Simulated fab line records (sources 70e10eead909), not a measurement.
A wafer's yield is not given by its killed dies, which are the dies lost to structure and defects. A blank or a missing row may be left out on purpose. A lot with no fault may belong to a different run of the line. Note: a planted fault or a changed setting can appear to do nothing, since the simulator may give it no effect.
Which tool was responsible? / flow nand_harc / Sampling: 14 lots, 42 wafers, 6 of 1302 route steps

## WHAT EACH GAUGE READ, for each wafer
NHARC_A_DECK1_JOINT_INSPECT_05.
lot=L523; measured=day 12 13:53; on=defect_inspect-02; raw_defect_count=337 353 279
lot=L524; measured=day 13 07:25; on=defect_inspect-02; raw_defect_count=356 469 586
lot=L525; measured=day 13 07:25; on=defect_inspect-01; raw_defect_count=153 204 258
lot=L527; measured=day 14 01:45; on=defect_inspect-01; raw_defect_count=434 322 363
lot=L528; measured=day 14 01:45; on=defect_inspect-02; raw_defect_count=460 320 511
lot=L529; measured=day 14 22:13; on=defect_inspect-02; raw_defect_count=205 187 184
lot=L531; measured=day 15 14:58; on=defect_inspect-01; raw_defect_count=434 327 548
lot=L530; measured=day 15 22:32; on=defect_inspect-02; raw_defect_count=236 276 493
lot=L533; measured=day 16 17:02; on=defect_inspect-02; raw_defect_count=341 315 282
lot=L538; measured=day 18 12:23; on=defect_inspect-02; raw_defect_count=400 284 295
lot=L541; measured=day 19 13:34; on=defect_inspect-02; raw_defect_count=760 814 770
lot=L540; measured=day 19 13:34; on=defect_inspect-01; raw_defect_count=587 307 473
lot=L542; measured=day 20 04:43; on=defect_inspect-02; raw_defect_count=550 702 582
lot=L545; measured=day 22 00:10; on=defect_inspect-02; raw_defect_count=218 302 262

NHARC_A_ONON_D2_THK_MEAS_30: measures by ellipsometry.
lot=L523; measured=day 13 02:20; on=film_metro-01; thk_nm (nm)=999 1001 998
lot=L524; measured=day 13 20:18; on=film_metro-01; thk_nm (nm)=988 987 988
lot=L525; measured=day 13 20:17; on=film_metro-02; thk_nm (nm)=1001 1002 1003
lot=L527; measured=day 14 12:31; on=film_metro-01; thk_nm (nm)=1005 1007 1004
lot=L528; measured=day 14 12:17; on=film_metro-02; thk_nm (nm)=982 983 983
lot=L529; measured=day 15 13:47; on=film_metro-02; thk_nm (nm)=977 975 978
lot=L531; measured=day 16 05:11; on=film_metro-02; thk_nm (nm)=1009 1011 1009
lot=L530; measured=day 16 11:02; on=film_metro-02; thk_nm (nm)=1009 1009 1008
lot=L533; measured=day 17 05:34; on=film_metro-01; thk_nm (nm)=1001 1002 1003
lot=L538; measured=day 19 04:23; on=film_metro-01; thk_nm (nm)=1002 1001 1002
lot=L541; measured=day 20 02:25; on=film_metro-02; thk_nm (nm)=1001 1000 1000
lot=L540; measured=day 20 02:26; on=film_metro-01; thk_nm (nm)=415 412 415 413 415 413
lot=L542; measured=day 20 17:08; on=film_metro-01; thk_nm (nm)=409 410 408 408 409 409
lot=L545; measured=day 22 13:02; on=film_metro-02; thk_nm (nm)=1002 1001 1001

NHARC_END_SORT_01.
lot=L524; measured=day 25 06:07; on=prober-01; defect_limited_yield (%)=93 91 93; killed_at_array=46 59 47; killed_at_other=0 0 0; killed_at_periphery=4 0 2; killed_dies=50 59 49; killed_open=3 4 3; killed_short=4 2 3
lot=L525; measured=day 25 06:08; on=prober-02; defect_limited_yield (%)=90 87 87; killed_at_array=67 77 83; killed_at_other=0 2 2; killed_at_periphery=1 6 6; killed_dies=68 85 91; killed_open=3 3 6; killed_short=1 4 2
lot=L527; measured=day 26 00:02; on=prober-01; defect_limited_yield (%)=94 92 95; killed_at_array=38 49 32; killed_at_other=1 0 0; killed_at_periphery=5 2 3; killed_dies=44 51 35; killed_open=2 3 1; killed_short=2 3 2
lot=L528; measured=day 25 22:13; on=prober-02; defect_limited_yield (%)=86 87 86; killed_at_array=90 86 91; killed_at_other=0 2 2; killed_at_periphery=4 0 2; killed_dies=94 88 95; killed_open=3 2 2; killed_short=2 2 0
lot=L529; measured=day 27 09:38; on=prober-02; defect_limited_yield (%)=91 89 88; killed_at_array=60 72 76; killed_at_other=0 0 1; killed_at_periphery=2 1 4; killed_dies=62 73 81; killed_open=3 1 5; killed_short=3 5 4
lot=L531; measured=day 27 16:37; on=prober-01; defect_limited_yield (%)=84 88 87; killed_at_array=97 73 84; killed_at_other=1 2 2; killed_at_periphery=9 4 4; killed_dies=107 79 90; killed_open=7 1 0; killed_short=2 1 1
lot=L530; measured=day 28 07:36; on=prober-01; defect_limited_yield (%)=89 91 90; killed_at_array=75 55 69; killed_at_other=2 0 1; killed_at_periphery=0 3 1; killed_dies=77 58 71; killed_open=1 2 3; killed_short=3 1 3

## EACH LOT AND THE TOOL THAT RAN IT (in order: tool; ch and the chambers of the sampled wafers; start)
lot=L523; NHARC_A_DECK1_JOINT_ETCHBACK_00=rie_si-02 ch 1,2,3, day 11 13:10; NHARC_A_ONON_D2_DEP_28=pecvd_onon-04 ch 0, day 13 01:53; NHARC_A_ONON_D2_DEP_33=pecvd-03 ch 0,1,2, day 13 02:24
lot=L524; NHARC_A_DECK1_JOINT_ETCHBACK_00=rie_si-06 ch 0,1, day 12 08:21; NHARC_A_ONON_D2_DEP_28=pecvd_onon-04 ch 0, day 13 19:47; NHARC_A_ONON_D2_DEP_33=pecvd-03 ch 1,2, day 13 20:21
lot=L525; NHARC_A_DECK1_JOINT_ETCHBACK_00=rie_si-02 ch 0,1,3, day 12 08:23; NHARC_A_ONON_D2_DEP_28=pecvd_onon-01 ch 0, day 13 19:46; NHARC_A_ONON_D2_DEP_33=pecvd-01 ch 0,2, day 13 20:23
lot=L527; NHARC_A_DECK1_JOINT_ETCHBACK_00=rie_si-01 ch 1,2, day 13 00:50; NHARC_A_ONON_D2_DEP_28=pecvd_onon-01 ch 0, day 14 12:03; NHARC_A_ONON_D2_DEP_33=pecvd-01 ch 1,2, day 14 12:34
lot=L528; NHARC_A_DECK1_JOINT_ETCHBACK_00=rie_si-02 ch 0,1, day 13 03:43; NHARC_A_ONON_D2_DEP_28=pecvd_onon-02 ch 0, day 14 11:50; NHARC_A_ONON_D2_DEP_33=pecvd-03 ch 0,1,2, day 14 12:21
lot=L529; NHARC_A_DECK1_JOINT_ETCHBACK_00=rie_si-02 ch 1,3, day 13 18:01; NHARC_A_ONON_D2_DEP_28=pecvd_onon-01 ch 0, day 15 13:17; NHARC_A_ONON_D2_DEP_33=pecvd-04 ch 1,2, day 15 13:50
lot=L531; NHARC_A_DECK1_JOINT_ETCHBACK_00=rie_si-02 ch 1,2, day 14 17:10; NHARC_A_ONON_D2_DEP_28=pecvd_onon-02 ch 0, day 16 04:44; NHARC_A_ONON_D2_DEP_33=pecvd-01 ch 0,1,2, day 16 05:17
lot=L530; NHARC_A_DECK1_JOINT_ETCHBACK_00=rie_si-02 ch 0,1, day 14 20:50; NHARC_A_ONON_D2_DEP_28=pecvd_onon-01 ch 0, day 16 10:31; NHARC_A_ONON_D2_DEP_33=pecvd-04 ch 0,1,2, day 16 11:05
lot=L533; NHARC_A_DECK1_JOINT_ETCHBACK_00=rie_si-06 ch 0,1,2, day 15 17:16; NHARC_A_ONON_D2_DEP_28=pecvd_onon-02 ch 0, day 17 05:03; NHARC_A_ONON_D2_DEP_33=pecvd-04 ch 1,2, day 17 05:40
lot=L538; NHARC_A_DECK1_JOINT_ETCHBACK_00=rie_si-06 ch 1,2,3, day 17 09:15; NHARC_A_ONON_D2_DEP_28=pecvd_onon-01 ch 0, day 19 03:53; NHARC_A_ONON_D2_DEP_33=pecvd-04 ch 0,2, day 19 04:29
lot=L541; NHARC_A_DECK1_JOINT_ETCHBACK_00=rie_si-02 ch 0,1,2, day 18 13:11; NHARC_A_ONON_D2_DEP_28=pecvd_onon-04 ch 0, day 20 01:54; NHARC_A_ONON_D2_DEP_33=pecvd-03 ch 1,2, day 20 02:31
lot=L540; NHARC_A_DECK1_JOINT_ETCHBACK_00=rie_si-01 ch 1,3, day 18 13:13; NHARC_A_ONON_D2_DEP_28=pecvd_onon-02 ch 0, day 20 01:59; NHARC_A_ONON_D2_DEP_33=-
lot=L542; NHARC_A_DECK1_JOINT_ETCHBACK_00=rie_si-06 ch 1,2,3, day 19 04:51; NHARC_A_ONON_D2_DEP_28=pecvd_onon-02 ch 0, day 20 16:38; NHARC_A_ONON_D2_DEP_33=-
lot=L545; NHARC_A_DECK1_JOINT_ETCHBACK_00=rie_si-02 ch 0,3, day 20 18:59; NHARC_A_ONON_D2_DEP_28=pecvd_onon-04 ch 0, day 22 12:35; NHARC_A_ONON_D2_DEP_33=pecvd-04 ch 1,2, day 22 13:06
- NHARC_A_DECK1_JOINT_ETCHBACK_00: etches the open film in HBr, target depth 30 nm, time 17.4 s.
- NHARC_A_ONON_D2_DEP_28: target thk 1000 nm.
- NHARC_A_ONON_D2_DEP_33: deposits SiO2, target thk 200 nm.

## AS READ BY THE TOOLS THEMSELVES (means over the sampled wafers that have a number; for cases with no such wafer, the mark the record gives instead)
NHARC_A_DECK1_JOINT_ETCHBACK_00.
lot=L523; tool=rie_si-02; drypump_motor_current_A (A)=5.7; oes_product_au (a.u.)=0.991; throttle_valve_pct (%)=23.268
lot=L524; tool=rie_si-06; drypump_motor_current_A (A)=5.7; oes_product_au (a.u.)=0.999; throttle_valve_pct (%)=23.270
lot=L525; tool=rie_si-02; drypump_motor_current_A (A)=5.7; oes_product_au (a.u.)=0.990; throttle_valve_pct (%)=23.270
lot=L527; tool=rie_si-01; drypump_motor_current_A (A)=5.7; oes_product_au (a.u.)=1.015; throttle_valve_pct (%)=23.258
lot=L528; tool=rie_si-02; drypump_motor_current_A (A)=5.4; oes_product_au (a.u.)=0.992; throttle_valve_pct (%)=23.256
lot=L529; tool=rie_si-02; drypump_motor_current_A (A)=5.7; oes_product_au (a.u.)=0.999; throttle_valve_pct (%)=23.274
lot=L531; tool=rie_si-02; drypump_motor_current_A (A)=5.4; oes_product_au (a.u.)=1.004; throttle_valve_pct (%)=23.262
lot=L530; tool=rie_si-02; drypump_motor_current_A (A)=5.3; oes_product_au (a.u.)=1.000; throttle_valve_pct (%)=23.258
lot=L533; tool=rie_si-06; drypump_motor_current_A (A)=5.4; oes_product_au (a.u.)=0.999; throttle_valve_pct (%)=23.270
lot=L538; tool=rie_si-06; drypump_motor_current_A (A)=5.5; oes_product_au (a.u.)=0.988; throttle_valve_pct (%)=23.265
lot=L541; tool=rie_si-02; drypump_motor_current_A (A)=5.4; oes_product_au (a.u.)=1.007; throttle_valve_pct (%)=23.270
lot=L540; tool=rie_si-01; drypump_motor_current_A (A)=6.0; oes_product_au (a.u.)=1.000; throttle_valve_pct (%)=23.263
lot=L542; tool=rie_si-06; drypump_motor_current_A (A)=5.5; oes_product_au (a.u.)=1.006; throttle_valve_pct (%)=23.264
lot=L545; tool=rie_si-02; drypump_motor_current_A (A)=5.7; oes_product_au (a.u.)=0.991; throttle_valve_pct (%)=23.271

NHARC_A_ONON_D2_DEP_33.
lot=L523; tool=pecvd-03; heater_power_w (W)=610; showerhead_vpp_V (V)=1894; throttle_valve_pct (%)=16.1
lot=L524; tool=pecvd-03; heater_power_w (W)=612; showerhead_vpp_V (V)=1886; throttle_valve_pct (%)=15.7
lot=L525; tool=pecvd-01; heater_power_w (W)=585; showerhead_vpp_V (V)=1897; throttle_valve_pct (%)=16.1
lot=L527; tool=pecvd-01; heater_power_w (W)=557; showerhead_vpp_V (V)=1919; throttle_valve_pct (%)=15.8
lot=L528; tool=pecvd-03; heater_power_w (W)=574; showerhead_vpp_V (V)=1901; throttle_valve_pct (%)=16.3
lot=L529; tool=pecvd-04; heater_power_w (W)=525; showerhead_vpp_V (V)=1799; throttle_valve_pct (%)=16.3
lot=L531; tool=pecvd-01; heater_power_w (W)=501; showerhead_vpp_V (V)=1883; throttle_valve_pct (%)=15.8
lot=L530; tool=pecvd-04; heater_power_w (W)=560; showerhead_vpp_V (V)=1816; throttle_valve_pct (%)=16.1
lot=L533; tool=pecvd-04; heater_power_w (W)=521; showerhead_vpp_V (V)=1797; throttle_valve_pct (%)=16.4
lot=L538; tool=pecvd-04; heater_power_w (W)=556; showerhead_vpp_V (V)=1824; throttle_valve_pct (%)=15.9
lot=L541; tool=pecvd-03; heater_power_w (W)=504; showerhead_vpp_V (V)=1916; throttle_valve_pct (%)=16.0
lot=L545; tool=pecvd-04; heater_power_w (W)=410; showerhead_vpp_V (V)=1810; throttle_valve_pct (%)=16.2

## THE ANSWER, worked out from the rows above alone
Rule: usual is defined by the lots themselves. The widest of any qualifying gaps counts: lots, ordered by their means at a reading, are off when they make up no more than a third of the lots, leave a main group of 4 or more, and stand apart from it by 3 or more times the standard deviation of that group's means. Not used: any main group whose means are identical at the precision the tables above print for the reading. A lot without any number at a reading at which 4 lots or more have one is off too. Where the step has rows for the other lots, those lots are counted as sound. Order of review: gauges by route order, followed by the tools' own readings, for which a lot's mean as printed above is used. At the first step where some lot is off, the reading lying furthest off is the one used; lots without a number count as furthest.
Off at NHARC_A_ONON_D2_THK_MEAS_30 (thk_nm): L540, L542. Mean 998 nm and standard deviation 9.9 in the main group.
If a tool, at a process step before that reading, ran all the lots that are off and no sound lot after the first of them, it fits. Those tools and the gauges at NHARC_A_ONON_D2_THK_MEAS_30 are tried in the same way. This does not decide it: 2 tools fit, namely pecvd_onon-02 at NHARC_A_ONON_D2_DEP_28 and film_metro-01 at NHARC_A_ONON_D2_THK_MEAS_30.

## WHAT THE SIMULATOR HAD INSERTED
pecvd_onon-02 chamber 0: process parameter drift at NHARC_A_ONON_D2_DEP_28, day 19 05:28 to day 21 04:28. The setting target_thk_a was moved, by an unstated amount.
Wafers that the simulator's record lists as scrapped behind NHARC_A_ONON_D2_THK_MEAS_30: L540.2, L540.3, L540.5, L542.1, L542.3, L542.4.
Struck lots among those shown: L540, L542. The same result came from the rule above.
